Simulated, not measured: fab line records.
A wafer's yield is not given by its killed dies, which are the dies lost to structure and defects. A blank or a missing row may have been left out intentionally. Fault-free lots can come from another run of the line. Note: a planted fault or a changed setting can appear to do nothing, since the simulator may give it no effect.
fab line records	flow nand-harc
record: lots: 6	wafers: 18	last-day: 25
route steps=1159 shown A_SGD_CUT@773 A_SLIT@779 END@1159
lots that met no fault: taken from a fault-free run of the same line
start-h: hours from the record's opening day to when the first of the lot's shown wafers began	wait-h: hours elapsed since this lot's preceding step	" unchanged from the row above	L1.1+2: a row that stands for several wafers	- either no value or no given start	* or withheld: withheld	< > ~ a bound
route shown NAME@n: NAME is a module with steps in the file, n the number in the route of the first one	usual: mean and standard deviation over wafers with no fault	same: alike in all rows	chamber/n: place in a boat	sites: each site's reading	_std_site: how widely they spread, as a standard deviation	_edge_site: outer sites' mean less inner sites'	radius-mm: for every site, how far away it sits from the centre of the wafer	mask NAME#n: copy n	behind: the most recent tool/chamber to have shaped the wafer	hold: why the lot was held/for how many hours/how that ended	device: names the non-switching transistor (n, p or np)	end of line: the route-end tests of the same wafers	where a step has no rows: the recipe by itself	killed: not the wafer's yield, but the dies lost to structure and defects at the first sort	map: a wafer's dies, x killed, . not, _ none there
set.NAME: setting as actually run; set.NAME@STEP: the setting as run at that earlier step	model.NAME: the simulator's own value behind a step, which no gauge read
lots at some steps of the route; a table a step, a row a wafer
services: the hour from which a tool's chamber was out of use, counted from the record's first day as start-h (under 0 if before that day), plus the number of hours and why
== steps ==
step: NHARC_A_SGD_CUT_THK_MEAS_22
recipe: thk-meas-gauge: ellipsometry
usual: thk-nm: 147.9/1.4
lot.wafer	tool	chamber	start-h	wait-h	thk-nm
L768.3	film-metro-02	-	327.06	0.2	147.7
L768.4	"	-	"	"	147.6
L768.6	"	-	"	"	147.4
L779.2	film-metro-01	-	388.63	0.2	149.3
L779.4	"	-	"	"	149.3
L779.5	"	-	"	"	148.4
L785.1	film-metro-02	-	416.68	0.2	147.6
L785.5	"	-	"	"	146.4
L785.6	"	-	"	"	147.7
L787.1	film-metro-01	-	430.07	0.2	144.5
L787.3	"	-	"	"	147.0
L787.6	"	-	"	"	148.3
L790.1	film-metro-01	-	444.96	0.2	147.7
L790.2	"	-	"	"	146.5
L790.5	"	-	"	"	149.0
L791.1	film-metro-01	-	469.55	0.2	146.4
L791.2	"	-	"	"	147.4
L791.4	"	-	"	"	149.0
step: NHARC_A_SGD_CUT_SRD_23
step: NHARC_A_SGD_CUT_ETCH_26
recipe: target-depth-a: 458	chemistry: dHF	material: SiO2
step: NHARC_A_SGD_CUT_ETCHBACK_24
recipe: target-depth-a: 500	over-etch-frac: 0.3	time-s: 92.857	ion-energy-ev: 120	ch3f-flow-sccm: 50	o2-flow-sccm: 30	ar-flow-sccm: 200	rf-w: 500	bias-w: 100	chemistry: CH3F/O2
usual: drypump-motor-current-A: 5.8/0.46	oes-product-au: 0.97/0.037	rf-vpp-V: 244.3/1.8	showerhead-plenum-p-Torr: 2.45/0.12	throttle-valve-pct: 20.663/0.01
lot.wafer	tool	chamber	start-h	wait-h	drypump-motor-current-A	oes-product-au	rf-hours-counter-h	rf-vpp-V	showerhead-plenum-p-Torr	throttle-valve-pct
L768.4	rie-diel-02	1	327.29	0.2	6.1	1.00	20	246.7	2.63	20.664
L768.3	"	3	"	"	6.1	1.00	20	244.5	2.50	20.659
L768.6	"	0	"	"	5.8	1.02	-	246.9	2.62	20.657
L779.2	rie-diel-02	0	388.85	0.1	5.7	0.93	5	246.9	2.62	20.690
L779.4	"	1	"	"	6.0	0.91	5	246.6	2.62	20.663
L779.5	"	1	"	"	6.1	0.93	-	247.0	2.62	20.654
L785.1	rie-diel-02	2	416.92	0.2	5.9	0.99	9	242.1	2.40	20.674
L785.6	"	1	"	"	6.1	1.00	-	246.5	2.62	20.674
L785.5	"	2	"	"	5.9	0.99	-	243.8	2.40	20.667
L787.1	rie-diel-04	0	430.29	0.1	6.6	0.97	14	243.3	2.28	20.665
L787.3	"	3	"	"	5.1	0.99	14	242.4	2.34	20.675
L787.6	"	0	"	"	6.6	0.97	-	242.5	2.28	20.661
L790.2	rie-diel-13	0	445.19	0.2	5.5	0.93	13	244.1	2.46	20.680
L790.1	"	2	"	"	5.7	0.97	12	246.6	2.58	20.660
L790.5	"	0	"	"	5.5	0.93	-	245.4	2.46	20.674
L791.1	rie-diel-13	0	469.77	0.1	5.5	0.94	1	245.2	2.46	20.671
L791.2	"	1	"	"	5.6	0.91	1	244.6	2.44	20.666
L791.4	"	2	"	"	5.7	0.93	1	245.7	2.58	20.664
step: NHARC_A_SGD_CUT_STRIP_28
recipe: time-s: 20	o2-flow-sccm: 500	ar-flow-sccm: 0	bias-w: 0	chemistry: O2
usual: drypump-motor-current-A: 5.8/0.46	oes-product-au: 0.998/0.012	rf-vpp-V: 57.6/0.87	showerhead-plenum-p-Torr: 3.51/0.16	throttle-valve-pct: 17.036/0.0086
lot.wafer	tool	chamber	start-h	wait-h	drypump-motor-current-A	oes-product-au	rf-hours-counter-h	rf-vpp-V	showerhead-plenum-p-Torr	throttle-valve-pct
L768.3	rie-diel-02	2	-	-	5.9	0.995	19	58.1	3.44	17.018
L768.4	"	1	"	"	6.1	0.998	20	58.6	3.76	17.027
L768.6	"	2	"	"	5.9	0.992	-	57.5	3.44	17.033
L779.4	rie-diel-02	0	-	-	5.8	0.999	5	57.3	3.75	17.028
L779.2	"	1	"	"	6.1	0.996	5	59.4	3.76	17.040
L779.5	"	0	"	"	5.8	1.003	-	58.4	3.75	17.038
L785.1	rie-diel-02	0	-	-	5.7	0.995	10	58.1	3.75	17.045
L785.6	"	1	"	"	6.1	1.003	-	57.5	3.75	17.043
L785.5	"	2	"	"	5.9	0.985	-	56.4	3.44	17.034
L787.3	rie-diel-04	0	-	-	6.6	0.996	14	58.1	3.29	17.036
L787.1	"	2	"	"	5.9	1.029	13	58.3	3.30	17.040
L787.6	"	0	"	"	6.6	0.989	-	57.7	3.29	17.034
L790.2	rie-diel-13	1	-	-	5.6	0.984	13	57.3	3.50	17.038
L790.1	"	2	"	"	5.7	0.995	12	59.6	3.70	17.036
L790.5	"	1	"	"	5.6	0.988	-	57.4	3.50	17.018
L791.1	rie-diel-13	2	-	-	5.8	1.020	1	56.9	3.70	17.024
L791.4	"	3	"	"	6.6	1.017	1	57.8	3.52	17.022
L791.2	"	0	"	"	5.5	1.020	1	57.0	3.53	17.035
step: NHARC_A_SGD_CUT_INSPECT_25
usual: raw-defect-count: 325/97
lot.wafer	tool	chamber	start-h	wait-h	raw-defect-count
L768.3	defect-inspect-01	-	327.52	-	197
L768.4	"	-	"	"	298
L768.6	"	-	"	"	216
L779.2	defect-inspect-02	-	389.11	-	423
L779.4	"	-	"	"	657
L779.5	"	-	"	"	486
L785.1	defect-inspect-01	-	417.15	-	240
L785.5	"	-	"	"	276
L785.6	"	-	"	"	191
L787.1	defect-inspect-01	-	430.53	-	324
L787.3	"	-	"	"	364
L787.6	"	-	"	"	396
L790.1	defect-inspect-02	-	445.42	-	254
L790.2	"	-	"	"	219
L790.5	"	-	"	"	288
L791.1	defect-inspect-01	-	470.05	-	244
L791.2	"	-	"	"	349
L791.4	"	-	"	"	260
step: NHARC_A_SLIT_DEP_25
recipe: target-thk-a: 2000	temp-c: 400	pressure-torr: 6.5	rf-w: 900	teos-flow-sccm: 161.4	flow-sccm: 2650	target-thk-nm: 200	gas: O2	material: SiO2
usual: heater-power-w: 573/120	throttle-valve-pct: 16.0/0.48
lot.wafer	tool	chamber	start-h	wait-h	heater-power-w	throttle-valve-pct
L768.3	pecvd-04	1	327.63	0.1	676	15.8
L768.4	"	0	"	"	681	16.2
L768.6	"	2	"	"	758	15.8
L779.2	pecvd-04	2	389.18	0.1	739	15.4
L779.4	"	2	"	"	583	15.3
L779.5	"	1	"	"	586	16.1
L785.1	pecvd-02	0	417.30	0.1	507	15.6
L785.6	"	1	"	"	638	16.8
L785.5	"	0	"	"	530	15.9
L787.3	pecvd-04	1	430.60	0.1	613	16.0
L787.1	"	2	"	"	623	15.3
L787.6	"	0	"	"	708	16.1
L790.1	pecvd-01	0	445.53	0.1	408	15.9
L790.2	"	1	"	"	514	16.0
L790.5	"	1	"	"	542	15.9
L791.1	pecvd-01	0	470.15	0.1	411	16.2
L791.2	"	1	"	"	624	16.1
L791.4	"	1	"	"	621	15.6
step: NHARC_A_SLIT_DEP_00
recipe: target-thk-a: 32000	temp-c: 400	material: aC
usual: throttle-valve-pct: 34.999/0.0089
lot.wafer	tool	chamber	start-h	wait-h	throttle-valve-pct
L768.3	acl-dep-01	0	329.95	-	35.003
L768.4	"	0	"	"	35.021
L768.6	"	0	"	"	35.005
L779.2	acl-dep-03	0	389.87	-	34.987
L779.4	"	0	"	"	34.996
L779.5	"	0	"	"	34.993
L785.1	acl-dep-03	0	417.56	-	34.977
L785.5	"	0	418.88	-	35.001
L785.6	"	0	"	"	35.009
L787.1	acl-dep-03	0	430.94	-	34.991
L787.3	"	0	"	"	34.997
L787.6	"	0	"	"	34.998
L790.1	acl-dep-03	0	447.08	-	35.017
L790.2	"	0	"	"	35.000
L790.5	"	0	"	"	34.998
L791.1	acl-dep-03	0	471.35	-	34.996
L791.2	"	0	"	"	34.991
L791.4	"	0	"	"	35.002
step: NHARC_A_SLIT_DEP_23
recipe: target-thk-a: 1000	target-thk-nm: 100	temp-c: 400	pressure-torr: 3.5	flow-sccm: 200	rf-w: 350	material: SiON
usual: heater-power-w: 766/110
lot.wafer	tool	chamber	start-h	wait-h	heater-power-w
L768.3	pecvd-04	0	331.45	1.2	955
L768.4	"	2	"	"	966
L768.6	"	0	"	"	967
L779.2	pecvd-01	2	391.56	1.4	800
L779.4	"	2	"	"	818
L779.5	"	0	"	"	552
L785.1	pecvd-04	2	419.59	1.7	881
L785.6	"	2	"	"	869
L785.5	"	0	"	"	889
L787.1	pecvd-02	0	432.97	1.7	716
L787.3	"	1	"	"	753
L787.6	"	2	"	"	717
L790.2	pecvd-01	2	449.09	1.3	836
L790.1	"	0	"	"	515
L790.5	"	1	"	"	784
L791.1	pecvd-01	1	473.37	1.7	863
L791.2	"	2	"	"	814
L791.4	"	1	"	"	699
step: NHARC_A_SLIT_DEHYDRATE_01
recipe: temp-c: 150	time-s: 120
step: NHARC_A_SLIT_HMDS_02
recipe: time-s: 30
step: NHARC_A_SLIT_COAT_03
recipe: spin-rpm: 1500	resist-thk-nm: 90
step: NHARC_A_SLIT_SOFTBAKE_04
recipe: temp-c: 105	time-s: 55
usual: heater-power-total-W: 188.45/0.14
lot.wafer	tool	chamber	start-h	wait-h	heater-power-total-W
L768.3	litho-track-01	0	331	-	188.33
L768.4	"	0	"	"	188.43
L768.6	"	0	"	"	188.48
L779.2	litho-track-01	0	391	-	188.28
L779.4	"	0	"	"	188.29
L779.5	"	0	"	"	188.69
L785.1	litho-track-01	0	419	-	157.81
L785.5	"	0	"	"	157.88
L785.6	"	0	"	"	157.79
L787.1	litho-track-01	0	433	-	158.03
L787.3	"	0	"	"	157.82
L787.6	"	0	"	"	157.84
L790.1	litho-track-06	0	449	-	188.46
L790.2	"	0	"	"	188.78
L790.5	"	0	"	"	188.33
L791.1	litho-track-04	0	473	-	188.47
L791.2	"	0	"	"	188.35
L791.4	"	0	"	"	188.41
step: NHARC_A_SLIT_EBR_05
step: NHARC_END_SORT_01
recipe: temp-c: 25
usual: killed-at-array: 29/11	killed-at-other: 0.6/0.75	killed-at-periphery: 3.1/2.1	killed-dies: 32/11	killed-open: 3.0/1.8	killed-short: 1.8/1.3
same: gross-dies: 677
lot.wafer	tool	chamber	start-h	wait-h	killed-at-array	killed-at-other	killed-at-periphery	killed-dies	killed-open	killed-short
L785.1	prober-02	0	542.60	2.5	27	0	1	28	2	1
L785.5	prober-02	0	545.78	3.7	30	0	1	31	1	5
L785.6	prober-02	0	546.58	4.0	30	0	4	34	6	3
L787.1	prober-02	0	550.31	2.5	53	1	1	55	2	3
L787.3	prober-02	0	551.91	3.1	55	0	0	55	1	1
L787.6	prober-02	0	554.32	4.0	48	1	3	52	3	2
L790.1	prober-01	0	561.20	2.5	30	0	4	34	2	2
L790.2	prober-01	0	562.00	2.8	33	0	6	39	5	3
L790.5	prober-01	0	564.37	3.7	36	0	3	39	2	1
L791.1	prober-02	0	589.49	2.5	21	1	3	25	2	0
L791.2	prober-02	0	590.29	2.8	20	3	5	28	2	2
L791.4	prober-02	0	591.90	3.4	18	1	2	21	1	0
killed by level:class
L785.1 A_CHANNEL_HOLE_D1:chamber-film-flake=15 A_STAIRCASE:chamber-film-flake=6 A_CONTACT:chamber-film-flake=2 A_SOURCE_PLATE:geometric-particle:short=1 A_WL_FILL:geometric-particle:open=1 A_CONTACT:geometric-particle:open=1 P_GATE:chamber-film-flake=1 A_WL_FILL:chamber-film-flake=1
L785.5 A_CHANNEL_HOLE_D1:chamber-film-flake=12 A_STAIRCASE:chamber-film-flake=6 A_CONTACT:chamber-film-flake=3 A_CHANNEL_HOLE_D1:geometric-particle:short=2 A_M0:chamber-film-flake=2 P_GATE:geometric-particle:short=1 A_SOURCE_PLATE:geometric-particle:short=1 A_WL_FILL:geometric-particle:short=1
L785.6 A_CHANNEL_HOLE_D1:chamber-film-flake=17 A_STAIRCASE:chamber-film-flake=4 P_GATE:geometric-particle:short=1 P_CONTACT:geometric-particle:open=1 P_M0:geometric-particle:open=1 A_SOURCE_PLATE:geometric-particle:open=1 A_SOURCE_PLATE:geometric-particle:short=1 A_CHANNEL_FILL_D1:geometric-particle:open=1
L787.1 A_SLIT:chamber-film-flake=20 A_CHANNEL_HOLE_D1:chamber-film-flake=18 A_CONTACT:chamber-film-flake=5 A_STAIRCASE:chamber-film-flake=4 A_M0:chamber-film-flake=2 P_CONTACT:geometric-particle:open=1 A_ONON_D1:geometric-particle:short=1 A_CHANNEL_HOLE_D1:geometric-particle:short=1
L787.3 A_SLIT:chamber-film-flake=21 A_CHANNEL_HOLE_D1:chamber-film-flake=17 A_STAIRCASE:chamber-film-flake=13 A_CONTACT:chamber-film-flake=2 A_ONON_D1:geometric-particle:open=1 A_WL_FILL:geometric-particle:short=1
L787.6 A_SLIT:chamber-film-flake=17 A_CHANNEL_HOLE_D1:chamber-film-flake=13 A_CONTACT:chamber-film-flake=10 A_STAIRCASE:chamber-film-flake=6 P_GATE:geometric-particle:open=2 P_M1:geometric-particle:open=1 A_ONON_D1:geometric-particle:short=1 A_WL_FILL:geometric-particle:short=1
L790.1 A_CONTACT:chamber-film-flake=10 A_STAIRCASE:chamber-film-flake=8 A_CHANNEL_HOLE_D1:chamber-film-flake=4 A_M1:chamber-film-flake=3 A_CONTACT:geometric-particle:open=2 P_ZERO_WELL:chamber-film-flake=2 P_CONTACT:geometric-particle:short=1 A_WL_FILL:geometric-particle:short=1
L790.2 A_STAIRCASE:chamber-film-flake=9 A_CHANNEL_HOLE_D1:chamber-film-flake=9 A_M1:chamber-film-flake=5 P_ZERO_WELL:chamber-film-flake=3 A_BLC:chamber-film-flake=3 P_CONTACT:geometric-particle:short=1 P_CONTACT:geometric-particle:open=1 P_M0:geometric-particle:open=1
L790.5 A_STAIRCASE:chamber-film-flake=9 A_M1:chamber-film-flake=8 A_CHANNEL_HOLE_D1:chamber-film-flake=7 A_CONTACT:chamber-film-flake=4 A_BLC:chamber-film-flake=4 P_ZERO_WELL:chamber-film-flake=2 A_WL_FILL:chamber-film-flake=2 P_M0:geometric-particle:open=1
L791.1 A_CHANNEL_HOLE_D1:chamber-film-flake=8 A_SGD_CUT:chamber-film-flake=7 A_STAIRCASE:chamber-film-flake=3 P_STI:chamber-film-flake=2 P_CONTACT:geometric-particle:open=1 A_M0:geometric-particle:open=1 A_SLIT:chamber-film-flake=1 A_CONTACT:chamber-film-flake=1
L791.2 A_CHANNEL_HOLE_D1:chamber-film-flake=6 P_STI:chamber-film-flake=4 A_SGD_CUT:chamber-film-flake=4 A_CONTACT:chamber-film-flake=4 THIN_TSV:chamber-film-flake=3 A_WL_FILL:geometric-particle:short=2 A_STAIRCASE:chamber-film-flake=2 P_GATE:geometric-particle:open=1
L791.4 A_CHANNEL_HOLE_D1:chamber-film-flake=10 A_SGD_CUT:chamber-film-flake=5 A_CONTACT:chamber-film-flake=2 P_M2:geometric-particle:open=1 P_STI:chamber-film-flake=1 A_SLIT:chamber-film-flake=1 THIN_TSV:chamber-film-flake=1
== services ==
tool	chamber	start-h	hours	kind
rie-diel-02	0	306.21	-	clean
rie-diel-02	1	306.21	-	clean
rie-diel-02	2	306.21	-	clean
rie-diel-02	3	306.21	-	clean
rie-diel-04	2	307.81	6.9	repair
rie-diel-13	3	308.67	4.1	repair
rie-diel-13	1	311.14	5.9	repair
litho-track-04	-	316.00	7.0	pm
rie-diel-02	-	327.70	9.0	pm
rie-diel-02	0	327.70	9.0	vent-cycle
rie-diel-13	-	329.72	0.2	repair
pecvd-02	-	334.44	13.0	pm
rie-diel-04	1	341.26	19.7	repair
rie-diel-04	1	370.41	8.1	repair
pecvd-04	0	371.29	4.1	repair
pecvd-04	-	376.00	13.0	pm
rie-diel-02	1	384.18	3.1	repair
acl-dep-01	-	391.88	5.1	repair
acl-dep-03	-	404.25	13.0	pm
pecvd-01	-	417.58	1.8	repair
litho-track-01	-	443.00	7.0	pm
rie-diel-13	-	453.00	9.0	pm
rie-diel-04	-	465.90	9.0	pm
litho-track-06	-	467.00	7.0	pm
== key ==
first-sign: step: NHARC_A_SLIT_SOFTBAKE_04	reading: heater-power-total-W	direction: down	sigmas: 99+	usual: *	struck: *
effect none on later readings
met-at NHARC_A_SLIT_SOFTBAKE_04
struck-wafers L785.1,L785.5,L785.6,L787.1,L787.3,L787.6
tester-left-out L785,L787
onset-between 391 419
fault: kind: process-parameter-drift	tool: litho-track-01	chamber: -	onset-h: 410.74	steps: NHARC_A_SLIT_SOFTBAKE_04	channel: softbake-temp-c	offset: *	shape: step	end-h: 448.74	acts-in: *	stated: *
tester-left-out: of these lots the tester's yield and bins aren't shown, on N5 and GAA mostly nor the transistor test; their killed dies are dies lost to structure and defects alone, not to doping, threshold or leakage, so they don't give the yield
